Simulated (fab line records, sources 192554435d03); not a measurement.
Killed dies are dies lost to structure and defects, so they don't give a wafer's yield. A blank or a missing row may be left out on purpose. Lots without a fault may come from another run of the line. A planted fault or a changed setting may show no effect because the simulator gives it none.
Which tool did it? | flow n5_finfet | 24 lots, 72 wafers sampled, at 6 steps of a route of 1938

WHAT THE GAUGES READ, wafer by wafer
N5_BEOL_M11_OVL_MEAS_29. Usual: V10_OVL -0.2 nm, standard deviation 0.74.
lot  | measured     | on         | V10_OVL (nm)   | flag
L074 | day 10 04:20 | overlay-02 | -0.3 -0.4 -0.8 |
L075 | day 10 04:38 | overlay-02 | -0.8 -0.3 -0.3 |
L076 | day 11 00:46 | overlay-01 | -0.7 0.9 0.1   |
L077 | day 11 00:56 | overlay-02 | 0.7 0.6 -0.2   |
L078 | day 11 07:35 | overlay-01 | -1.3 -1.3 -1.1 |
L081 | day 12 00:35 | overlay-02 | 0.3 -0.2 -0.8  |
L079 | day 12 03:31 | overlay-01 | -0.3 0.1 -0.3  |
L080 | day 12 03:41 | overlay-02 | 1.3 0.2 0.5    |
L082 | day 12 13:34 | overlay-01 | 0.4 0.2 -0.3   |
L083 | day 13 01:20 | overlay-01 | 0.6 0.6 1.1    |
L084 | day 13 10:01 | overlay-01 | 0.1 0.0 0.6    |
L085 | day 13 13:29 | overlay-02 | 1.8 0.3 -0.9   |
L086 | day 13 17:20 | overlay-02 | 1.3 -0.7 0.6   |
L088 | day 14 02:49 | overlay-01 | -0.8 -0.9 -0.5 |
L087 | day 14 05:11 | overlay-01 | -1.2 -0.5 -0.6 |
L089 | day 14 09:06 | overlay-02 | 0.4 -0.4 -0.6  |
L091 | day 14 17:34 | overlay-02 | -0.5 0.1 1.2   |
L090 | day 14 18:03 | overlay-01 | -0.2 -0.1 -2.0 |
L093 | day 15 10:25 | overlay-02 | -0.7 -0.5 -1.3 |
L092 | day 15 10:35 | overlay-02 | 1.2 0.3 -0.4   |
L095 | day 15 17:10 | overlay-01 | -0.2 0.8 0.2   |
L097 | day 15 18:59 | overlay-01 | -0.3 -0.2 0.5  |
L094 | day 15 20:03 | overlay-01 | -0.4 -0.5 -0.5 |
L096 | day 15 21:42 | overlay-02 | -1.3 -1.3 -1.4 |

N5_BEOL_M11_RS_MEAS_57: measures by four-point-probe. Usual: M11_RS 0.150 ohm/sq, standard deviation 0.0035.
lot  | measured     | on            | M11_RS (ohm/sq)   | flag
L074 | day 10 08:10 | film_metro-02 | 0.154 0.158 0.158 |
L075 | day 10 08:41 | film_metro-02 | 0.147 0.147 0.150 |
L076 | day 11 03:43 | film_metro-01 | 0.145 0.149 0.145 |
L077 | day 11 05:11 | film_metro-01 | 0.150 0.149 0.152 |
L078 | day 11 11:22 | film_metro-02 | 0.149 0.153 0.157 |
L081 | day 12 03:26 | film_metro-02 | 0.154 0.155 0.148 |
L079 | day 12 06:37 | film_metro-01 | 0.153 0.148 0.148 |
L080 | day 12 07:22 | film_metro-01 | 0.152 0.152 0.149 |
L082 | day 12 18:21 | film_metro-02 | 0.146 0.146 0.147 |
L083 | day 13 04:59 | film_metro-02 | 0.151 0.151 0.147 |
L084 | day 13 12:56 | film_metro-02 | 0.150 0.154 0.149 |
L085 | day 13 16:53 | film_metro-01 | 0.151 0.154 0.154 |
L086 | day 13 21:14 | film_metro-01 | 0.150 0.149 0.150 |
L088 | day 14 06:02 | film_metro-01 | 0.142 0.144 0.143 |
L087 | day 14 08:16 | film_metro-01 | 0.149 0.153 0.154 |
L089 | day 14 13:29 | film_metro-01 | 0.148 0.144 0.151 |
L091 | day 14 21:00 | film_metro-01 | 0.148 0.144 0.149 |
L090 | day 14 23:11 | film_metro-01 | 0.155 0.155 0.152 |
L093 | day 15 13:20 | film_metro-01 | 0.144 0.149 0.149 |
L092 | day 15 14:29 | film_metro-01 | 0.154 0.148 0.145 |
L095 | day 15 21:10 | film_metro-02 | 0.155 0.151 0.154 |
L097 | day 15 22:25 | film_metro-02 | 0.155 0.145 0.148 |
L094 | day 15 23:54 | film_metro-02 | 0.151 0.148 0.148 |
L096 | day 16 02:20 | film_metro-01 | 0.151 0.156 0.152 |

N5_BEOL_M12_CD_MEAS_10: target cd 140 nm. Usual: cd_nm 141.0 nm, standard deviation 2.1.
lot  | measured     | on        | cd_nm (nm)        | flag
L074 | day 10 08:40 | cd_sem-03 | 137.8 137.0 137.7 |
L075 | day 10 09:14 | cd_sem-02 | 140.4 144.0 144.0 |
L076 | day 11 04:21 | cd_sem-02 | 140.2 139.8 142.1 |
L077 | day 11 05:41 | cd_sem-01 | 141.3 142.4 140.0 |
L078 | day 11 11:52 | cd_sem-01 | 139.0 140.5 140.8 |
L081 | day 12 03:56 | cd_sem-02 | 141.0 139.9 137.1 |
L079 | day 12 07:07 | cd_sem-03 | 137.7 140.2 137.7 |
L080 | day 12 07:59 | cd_sem-02 | 138.9 141.2 140.1 |
L082 | day 12 18:58 | cd_sem-03 | 136.3 142.7 144.2 |
L083 | day 13 05:37 | cd_sem-03 | 143.8 142.9 140.4 |
L084 | day 13 13:33 | cd_sem-02 | 140.2 141.2 138.1 |
L085 | day 13 17:32 | cd_sem-02 | 139.3 141.2 141.7 |
L086 | day 13 21:52 | cd_sem-03 | 144.3 143.1 143.0 |
L088 | day 14 06:32 | cd_sem-02 | 142.7 143.9 143.1 |
L087 | day 14 08:53 | cd_sem-02 | 139.9 141.9 142.7 |
L089 | day 14 13:59 | cd_sem-02 | 135.6 139.7 139.3 |
L091 | day 14 21:38 | cd_sem-03 | 140.7 139.8 140.9 |
L090 | day 14 23:49 | cd_sem-03 | 141.8 143.4 142.4 |
L093 | day 15 13:50 | cd_sem-02 | 142.7 139.4 144.4 |
L092 | day 15 14:59 | cd_sem-03 | 141.9 142.1 142.7 |
L095 | day 15 21:47 | cd_sem-02 | 140.2 142.1 142.0 |
L097 | day 15 23:02 | cd_sem-03 | 139.0 142.5 145.3 |
L094 | day 16 00:32 | cd_sem-01 | 140.9 138.4 136.1 |
L096 | day 16 02:51 | cd_sem-01 | 143.7 143.1 143.8 |

WHICH TOOL RAN EACH LOT (tool, then ch and the chambers of the sampled wafers, then the start)
lot  | N5_BEOL_M11_TRENCH_ETCH_37                    | N5_BEOL_M11_SURFACE_TREAT_76 | N5_BEOL_M11_SPUTTER_48
L074 | rie_diel-05 ch 1,3, day 10 06:04 or earlier   | pvd_sputter-01, day 10 06:04 | pvd_sputter-03, day 10 07:04
L075 | rie_diel-04 ch 0,2,3, day 10 07:02 or earlier | pvd_sputter-03, day 10 07:02 | pvd_sputter-03, day 10 07:40
L076 | rie_diel-04 ch 1,2,3, day 11 02:20 or earlier | pvd_sputter-02, day 11 02:20 | pvd_sputter-02, day 11 02:41
L077 | rie_diel-02 ch 2,3, day 11 02:58 or earlier   | pvd_sputter-02, day 11 02:58 | pvd_sputter-03, day 11 03:11
L078 | rie_diel-05 ch 0,2,3, day 11 09:59 or earlier | pvd_sputter-01, day 11 09:59 | pvd_sputter-01, day 11 10:20
L081 | rie_diel-05 ch 0,2,3, day 12 02:09 or earlier | pvd_sputter-03, day 12 02:09 | pvd_sputter-03, day 12 02:28
L079 | rie_diel-05 ch 1,2,3, day 12 05:29 or earlier | pvd_sputter-01, day 12 05:29 | pvd_sputter-01, day 12 05:41
L080 | rie_diel-02 ch 2,3, day 12 05:50 or earlier   | pvd_sputter-01, day 12 05:50 | pvd_sputter-02, day 12 06:01
L082 | rie_diel-04 ch 0,2, day 12 17:05 or earlier   | pvd_sputter-03, day 12 17:05 | pvd_sputter-02, day 12 17:25
L083 | rie_diel-02 ch 2,3, day 13 03:28 or earlier   | pvd_sputter-01, day 13 03:28 | pvd_sputter-02, day 13 03:43
L084 | rie_diel-05 ch 0,2,3, day 13 11:36 or earlier | pvd_sputter-03, day 13 11:36 | pvd_sputter-01, day 13 11:46
L085 | rie_diel-05 ch 0,1,3, day 13 15:15 or earlier | pvd_sputter-02, day 13 15:15 | pvd_sputter-02, day 13 15:56
L086 | rie_diel-02 ch 0,1, day 13 19:28 or earlier   | pvd_sputter-03, day 13 19:28 | pvd_sputter-03, day 13 19:44
L088 | rie_diel-04 ch 1,2, day 14 04:22 or earlier   | pvd_sputter-02, day 14 04:22 | pvd_sputter-01, day 14 04:58
L087 | rie_diel-05 ch 0,2,3, day 14 06:48 or earlier | pvd_sputter-02, day 14 06:48 | pvd_sputter-02, day 14 07:02
L089 | rie_diel-04 ch 2,3, day 14 10:37 or earlier   | pvd_sputter-01, day 14 10:37 | pvd_sputter-01, day 14 12:32
L091 | rie_diel-04 ch 0,2,3, day 14 19:20 or earlier | pvd_sputter-01, day 14 19:20 | pvd_sputter-03, day 14 20:03
L090 | rie_diel-05 ch 0,1,2, day 14 21:02 or earlier | pvd_sputter-01, day 14 21:02 | pvd_sputter-01, day 14 21:28
L093 | rie_diel-04 ch 1,2,3, day 15 11:55 or earlier | pvd_sputter-02, day 15 11:55 | pvd_sputter-02, day 15 12:07
L092 | rie_diel-02 ch 0,2,3, day 15 13:01 or earlier | pvd_sputter-03, day 15 13:01 | pvd_sputter-03, day 15 13:15
L095 | rie_diel-05 ch 1,2,3, day 15 19:56 or earlier | pvd_sputter-01, day 15 19:56 | pvd_sputter-02, day 15 20:14
L097 | rie_diel-02 ch 0,1, day 15 20:56 or earlier   | pvd_sputter-02, day 15 20:56 | pvd_sputter-01, day 15 21:07
L094 | rie_diel-04 ch 0,1,2, day 15 22:35 or earlier | pvd_sputter-01, day 15 22:35 | pvd_sputter-01, day 15 22:58
L096 | rie_diel-05 ch 1,2,3, day 15 23:56 or earlier | pvd_sputter-03, day 15 23:56 | pvd_sputter-01, day 16 01:24
- N5_BEOL_M11_TRENCH_ETCH_37: etches SiCOH lowk in C4F6/O2, target depth 148.83 nm, time 48 s.
- N5_BEOL_M11_SURFACE_TREAT_76
- N5_BEOL_M11_SPUTTER_48: material Cu, target thk 12 nm, time 2 s.

WHAT THE TOOLS THEMSELVES READ (means of the sampled wafers that have a number; where no wafer has one, the mark that the record gives instead)
N5_BEOL_M11_TRENCH_ETCH_37. Usual: drypump_motor_current_A 5.7 A, standard deviation 0.4; oes_product_au 0.79 a.u., standard deviation 0.077; rf_vpp_V 664 V, standard deviation 12; showerhead_plenum_p_Torr 2.86 Torr, standard deviation 0.071; throttle_valve_pct 21.07 %, standard deviation 0.29.
lot  | tool        | drypump_motor_current_A (A) | oes_product_au (a.u.) | rf_vpp_V (V) | showerhead_plenum_p_Torr (Torr) | throttle_valve_pct (%) | flag
L074 | rie_diel-05 | 5.8                         | 0.77                  | 675          | 2.91                            | 21.26                  |
L075 | rie_diel-04 | 5.4                         | 0.86                  | 664          | 2.85                            | 20.76                  |
L076 | rie_diel-04 | 5.7                         | 0.88                  | 670          | 2.89                            | 20.77                  |
L077 | rie_diel-02 | 5.8                         | 0.71                  | 674          | 2.82                            | 21.31                  |
L078 | rie_diel-05 | 5.5                         | 0.76                  | 656          | 2.90                            | 21.34                  |
L081 | rie_diel-05 | 5.6                         | 0.76                  | 656          | 2.90                            | 21.34                  |
L079 | rie_diel-05 | 5.9                         | 0.77                  | 665          | 2.88                            | 21.15                  |
L080 | rie_diel-02 | 5.8                         | 0.69                  | 674          | 2.79                            | 21.27                  |
L082 | rie_diel-04 | 5.4                         | 0.81                  | 657          | 2.80                            | 20.86                  |
L083 | rie_diel-02 | 5.9                         | 0.70                  | 675          | 2.82                            | 21.34                  |
L084 | rie_diel-05 | 5.6                         | 0.75                  | 655          | 2.89                            | 21.35                  |
L085 | rie_diel-05 | 5.6                         | 0.75                  | 664          | 2.87                            | 21.28                  |
L086 | rie_diel-02 | 6.2                         | 0.94                  | 664          | 2.98                            | 20.76                  |
L088 | rie_diel-04 | 5.6                         | 0.87                  | 671          | 2.89                            | 20.78                  |
L087 | rie_diel-05 | 5.6                         | 0.74                  | 655          | 2.89                            | 21.36                  |
L089 | rie_diel-04 | 5.4                         | 0.84                  | 672          | 2.89                            | 20.72                  |
L091 | rie_diel-04 | 5.4                         | 0.82                  | 664          | 2.83                            | 20.81                  |
L090 | rie_diel-05 | 5.6                         | 0.77                  | 652          | 2.83                            | 21.16                  |
L093 | rie_diel-04 | 5.7                         | 0.83                  | 670          | 2.87                            | 20.81                  |
L092 | rie_diel-02 | 5.9                         | 0.85                  | 672          | 2.83                            | 21.06                  |
L095 | rie_diel-05 | 5.9                         | 0.74                  | 664          | 2.86                            | 21.18                  |
L097 | rie_diel-02 | 6.2                         | 0.89                  | 667          | 2.93                            | 20.85                  |
L094 | rie_diel-04 | 5.7                         | 0.80                  | 662          | 2.83                            | 20.90                  |
L096 | rie_diel-05 | 5.9                         | 0.75                  | 665          | 2.86                            | 21.19                  |

N5_BEOL_M11_SPUTTER_48. Usual: chuck_sensor_temp_C -16.1 C, standard deviation 0.39; susceptor_temp_C -20.01 C, standard deviation 0.11; throttle_valve_pct 30.2 %, standard deviation 1.2.
lot  | tool           | chuck_sensor_temp_C (C) | susceptor_temp_C (C) | throttle_valve_pct (%) | flag
L074 | pvd_sputter-03 | -16.0                   | -19.97               | 29.5                   |
L075 | pvd_sputter-03 | -15.6                   | -19.83               | 30.6                   |
L076 | pvd_sputter-02 | -16.3                   | -19.95               | 28.8                   |
L077 | pvd_sputter-03 | -15.7                   | -19.94               | 30.4                   |
L078 | pvd_sputter-01 | -16.1                   | -20.06               | 31.7                   |
L081 | pvd_sputter-03 | -15.8                   | -20.06               | 30.3                   |
L079 | pvd_sputter-01 | -16.1                   | -20.08               | 31.6                   |
L080 | pvd_sputter-02 | -16.3                   | -19.96               | 29.1                   |
L082 | pvd_sputter-02 | -16.2                   | -20.04               | 28.8                   |
L083 | pvd_sputter-02 | -16.1                   | -20.11               | 29.1                   |
L084 | pvd_sputter-01 | -16.0                   | -19.97               | 31.6                   |
L085 | pvd_sputter-02 | -16.0                   | -19.97               | 29.0                   |
L086 | pvd_sputter-03 | -15.8                   | -19.95               | 30.0                   |
L088 | pvd_sputter-01 | -15.8                   | -20.08               | 31.7                   |
L087 | pvd_sputter-02 | -16.2                   | -20.15               | 29.0                   |
L089 | pvd_sputter-01 | -16.2                   | -19.95               | 31.3                   |
L091 | pvd_sputter-03 | -15.7                   | -19.95               | 30.5                   |
L090 | pvd_sputter-01 | -16.5                   | -20.07               | 31.8                   |
L093 | pvd_sputter-02 | -16.4                   | -19.93               | 28.9                   |
L092 | pvd_sputter-03 | -15.8                   | -20.03               | 30.3                   |
L095 | pvd_sputter-02 | -16.4                   | -20.00               | 28.9                   |
L097 | pvd_sputter-01 | -16.2                   | -20.05               | 31.2                   |
L094 | pvd_sputter-01 | -16.4                   | -20.02               | 31.5                   |
L096 | pvd_sputter-01 | -16.1                   | -19.96               | 31.8                   |

THE ANSWER, worked out from the rows above alone
Rule: a lot is off if the mean of its wafers that have a number lies more than 3 standard deviations from the usual mean. A lot without any number at a reading at which 4 lots or more have one is off too. The other lots that the step has rows for count as sound. The gauges are gone through in route order, then the tools' own readings, and for those a lot's mean is taken as printed above. The first step at which some lot is off is used, and at that step the reading that is off furthest; a lot without a number counts as furthest.
No lot is off at any reading shown: from this, nothing can be told.

WHAT THE SIMULATOR HAD PUT IN
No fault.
